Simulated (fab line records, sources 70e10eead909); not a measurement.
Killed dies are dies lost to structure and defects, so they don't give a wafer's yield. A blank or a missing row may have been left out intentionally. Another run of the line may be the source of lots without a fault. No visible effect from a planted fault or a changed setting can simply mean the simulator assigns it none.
Which tool was responsible? | flow nand_harc | 36 wafers from 12 lots sampled at 6 of the route's 1159 steps

## WHAT THE GAUGES READ, wafer by wafer
NHARC_A_CONTACT_INSPECT_10.
lot  | measured     | on                | raw_defect_count
L710 | day 16 18:43 | defect_inspect-02 | 41 38 31
L713 | day 17 23:47 | defect_inspect-02 | 46 48 51
L714 | day 18 18:18 | defect_inspect-01 | 20 22 28
L718 | day 19 00:12 | defect_inspect-02 | 18 11 12
L717 | day 19 01:36 | defect_inspect-01 | 53 43 48
L719 | day 19 10:44 | defect_inspect-02 | 20 16 13
L721 | day 19 21:30 | defect_inspect-01 | 10 7 16
L722 | day 19 22:40 | defect_inspect-02 | 31 34 21
L724 | day 20 21:14 | defect_inspect-02 | 42 33 43
L725 | day 21 11:25 | defect_inspect-01 | 34 29 29
L728 | day 21 16:30 | defect_inspect-01 | 12 20 13
L732 | day 22 16:49 | defect_inspect-01 | 18 20 12

NHARC_A_CONTACT_INSPECT_23.
lot  | measured     | on                | raw_defect_count
L710 | day 17 06:26 | defect_inspect-01 | 334 466 377
L713 | day 18 06:22 | defect_inspect-02 | 436 360 353
L714 | day 19 01:25 | defect_inspect-02 | 280 490 383
L718 | day 19 08:16 | defect_inspect-02 | 496 342 472
L717 | day 19 09:25 | defect_inspect-02 | 400 369 389
L719 | day 19 15:38 | defect_inspect-01 | 518 622 365
L721 | day 20 07:17 | defect_inspect-02 | 348 383 602
L722 | day 20 12:19 | defect_inspect-01 | 2630 2576 2527
L724 | day 21 03:58 | defect_inspect-01 | 734 315 436
L725 | day 21 20:50 | defect_inspect-01 | 282 301 449
L728 | day 21 23:13 | defect_inspect-02 | 2468 1930 2082
L732 | day 23 03:26 | defect_inspect-01 | 393 300 387

NHARC_END_SORT_01.
lot  | measured     | on        | killed_at_array | killed_at_other | killed_at_periphery | killed_dies | killed_open | killed_short
L710 | day 19 13:40 | prober-01 | 39 34 31        | 1 0 0           | 4 7 1               | 44 41 32    | 8 7 3       | 2 0 1
L713 | day 20 06:50 | prober-01 | 49 49 51        | 0 1 1           | 1 3 3               | 50 53 55    | 7 3 5       | 0 1 0
L718 | day 21 10:03 | prober-02 | 20 11 14        | 0 1 0           | 1 1 1               | 21 13 15    | 5 3 0       | 0 1 3
L722 | day 22 15:24 | prober-01 | 673 675 673     | 0 1 1           | 4 1 3               | 677 677 677 | 2 1 1       | 3 4 3
L728 | day 24 04:29 | prober-01 | 675 529 651     | 0 0 0           | 2 1 2               | 677 530 653 | 1 4 3       | 5 1 2
L732 | day 25 03:30 | prober-01 | 22 21 15        | 0 1 0           | 0 1 1               | 22 23 16    | 2 3 3       | 3 2 1

## WHICH TOOL RAN EACH LOT (tool, then ch and the chambers of the sampled wafers, then the start)
lot  | NHARC_A_CONTACT_ETCH_137             | NHARC_A_CONTACT_ETCH_110           | NHARC_A_CONTACT_CMP_20
L710 | har_cap_etch-02 ch 0,1, day 16 20:31 | rie_diel-04 ch 0,1,2, day 16 21:46 | cmp-04 ch 0,1,2, day 17 06:04
L713 | har_cap_etch-03 ch 0,1, day 18 01:19 | rie_diel-01 ch 1,3, day 18 02:28   | cmp-01 ch 0,1,2, day 18 05:58
L714 | har_cap_etch-02 ch 0,1, day 18 19:48 | rie_diel-03 ch 0,1,3, day 18 20:59 | cmp-03 ch 0,1,2, day 19 01:00
L718 | har_cap_etch-03 ch 1, day 19 01:43   | rie_diel-03 ch 0,1,2, day 19 02:51 | cmp-04 ch 0,3, day 19 07:52
L717 | har_cap_etch-01 ch 0, day 19 03:08   | rie_diel-01 ch 0,2,3, day 19 04:17 | cmp-04 ch 0,1, day 19 09:01
L719 | har_cap_etch-01 ch 0,1, day 19 12:17 | rie_diel-01 ch 0,1,3, day 19 13:29 | cmp-01 ch 0,1, day 19 15:14
L721 | har_cap_etch-03 ch 0,1, day 19 23:04 | rie_diel-03 ch 0,2, day 20 00:14   | cmp-04 ch 0,2,3, day 20 06:56
L722 | har_cap_etch-01 ch 0,1, day 20 00:13 | rie_diel-03 ch 0,3, day 20 01:20   | cmp-04 ch 0,1, day 20 11:56
L724 | har_cap_etch-02 ch 1, day 20 22:52   | rie_diel-03 ch 0,2,3, day 21 00:21 | cmp-03 ch 1,2,3, day 21 03:35
L725 | har_cap_etch-01 ch 0,1, day 21 13:00 | rie_diel-04 ch 1,2, day 21 14:18   | cmp-01 ch 2,3, day 21 20:26
L728 | har_cap_etch-02 ch 0,1, day 21 18:00 | rie_diel-03 ch 1,2,3, day 21 19:56 | cmp-04 ch 0,1,3, day 21 22:52
L732 | har_cap_etch-03 ch 0,1, day 22 18:22 | rie_diel-03 ch 1,2, day 22 19:29   | cmp-01 ch 0,1, day 23 03:02
- NHARC_A_CONTACT_ETCH_137: etches the open film in C4F8/O2/Ar, time 132 s, target depth 1287 nm.
- NHARC_A_CONTACT_ETCH_110: etches the open film in CF4/O2, target depth 50 nm, overetch 5 nm, time 27.5 s.
- NHARC_A_CONTACT_CMP_20: polishes, t overpolish 30 s, target thk 300 nm.

## WHAT THE TOOLS THEMSELVES READ (means of the sampled wafers that have a number; where no wafer has one, the mark that the record gives instead)
NHARC_A_CONTACT_ETCH_110.
lot  | tool        | drypump_motor_current_A (A) | oes_product_au (a.u.) | rf_vpp_V (V) | showerhead_plenum_p_Torr (Torr) | throttle_valve_pct (%)
L710 | rie_diel-04 | 5.5                         | 1.004                 | 197.3        | 1.35                            | 13.399
L713 | rie_diel-01 | 5.2                         | 0.999                 | 197.8        | 1.36                            | 13.383
L714 | rie_diel-03 | 5.4                         | 0.988                 | 197.1        | 1.31                            | 13.397
L718 | rie_diel-03 | 5.6                         | 0.999                 | 196.9        | 1.30                            | 13.408
L717 | rie_diel-01 | 5.7                         | 0.999                 | 196.8        | 1.32                            | 13.397
L719 | rie_diel-01 | 5.4                         | 0.996                 | 197.6        | 1.34                            | 13.387
L721 | rie_diel-03 | 5.8                         | 1.009                 | 195.7        | 1.26                            | 13.388
L722 | rie_diel-03 | 5.5                         | 0.970                 | 196.6        | 1.27                            | 13.396
L724 | rie_diel-03 | 5.7                         | 0.987                 | 196.8        | 1.27                            | 13.398
L725 | rie_diel-04 | 5.8                         | 0.992                 | 196.7        | 1.33                            | 13.402
L728 | rie_diel-03 | 5.8                         | 0.996                 | 197.3        | 1.29                            | 13.401
L732 | rie_diel-03 | 5.7                         | 1.000                 | 198.1        | 1.32                            | 13.404

NHARC_A_CONTACT_CMP_20.
lot  | tool   | motor_current_A (A) | overpolish_run_s (s) | slurry_flow_ml_min | time_to_endpoint_s (s)
L710 | cmp-04 | 12.6                | 30.002               | 149.9              | 56
L713 | cmp-01 | 11.5                | 29.989               | 149.8              | 57
L714 | cmp-03 | 12.7                | 29.998               | 150.1              | 63
L718 | cmp-04 | 12.7                | 29.994               | 149.8              | 60
L717 | cmp-04 | 12.8                | 30.010               | 150.1              | 56
L719 | cmp-01 | 12.8                | 29.993               | 149.4              | 59
L721 | cmp-04 | 12.5                | 29.994               | 150.2              | 57
L722 | cmp-04 | 12.6                | 0.048                | 150.4              | 117
L724 | cmp-03 | 12.5                | 29.994               | 150.4              | 63
L725 | cmp-01 | 10.7                | 30.006               | 150.0              | 64
L728 | cmp-04 | 12.9                | 0.037                | 149.7              | 117
L732 | cmp-01 | 12.5                | 30.000               | 150.2              | 60

## THE ANSWER, worked out from the rows above alone
Rule: the lots themselves supply what counts as usual. Put in order of their means at a reading, lots are off if they are a third of the lots or fewer, leave a main group of 4 or more, and stand apart from it by a gap of 3 or more times the standard deviation of the main group's means; of several such gaps the widest counts. If all means in a main group match to the digits the tables above print for the reading, that group is not used. A lot without any number at a reading at which 4 lots or more have one is off too. All remaining lots with rows at the step are treated as sound. After the gauges, taken in route order, come the tools' own readings; for these a lot's mean is taken, as printed above. The first step at which some lot is off is used, and at that step the reading that is off furthest; a lot without a number counts as furthest.
Off, at NHARC_A_CONTACT_INSPECT_23 on raw_defect_count: L722, L728. The main group has a mean of 413 with a standard deviation of 52.
If a tool, at a process step before that reading, ran all the lots that are off and no sound lot after the first of them, it fits. The gauges at NHARC_A_CONTACT_INSPECT_23 aren't tried: what is off there is off at NHARC_END_SORT_01 too, on other tools, and a gauge's error can't cause that. One candidate fits, namely cmp-04 at NHARC_A_CONTACT_CMP_20. Its last sound lot is L721 (day 20 06:56), its first lot that is off L722 (day 20 11:56): a fault that began between those two fits.
The tool's own readings at NHARC_A_CONTACT_CMP_20 bear it out: on the lots that are off they differ by more than 5 times the standard deviation of the sound lots' means. overpolish_run_s reads 0.042 s there against 29.998 s on the sound lots; time_to_endpoint_s reads 117 s there against 60 s on the sound lots.

## WHAT THE SIMULATOR HAD PUT IN
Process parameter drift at NHARC_A_CONTACT_CMP_20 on cmp-04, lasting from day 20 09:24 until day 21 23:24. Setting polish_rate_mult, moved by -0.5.
Shown lots that were struck: L722, L728. Same finding as the rule above.
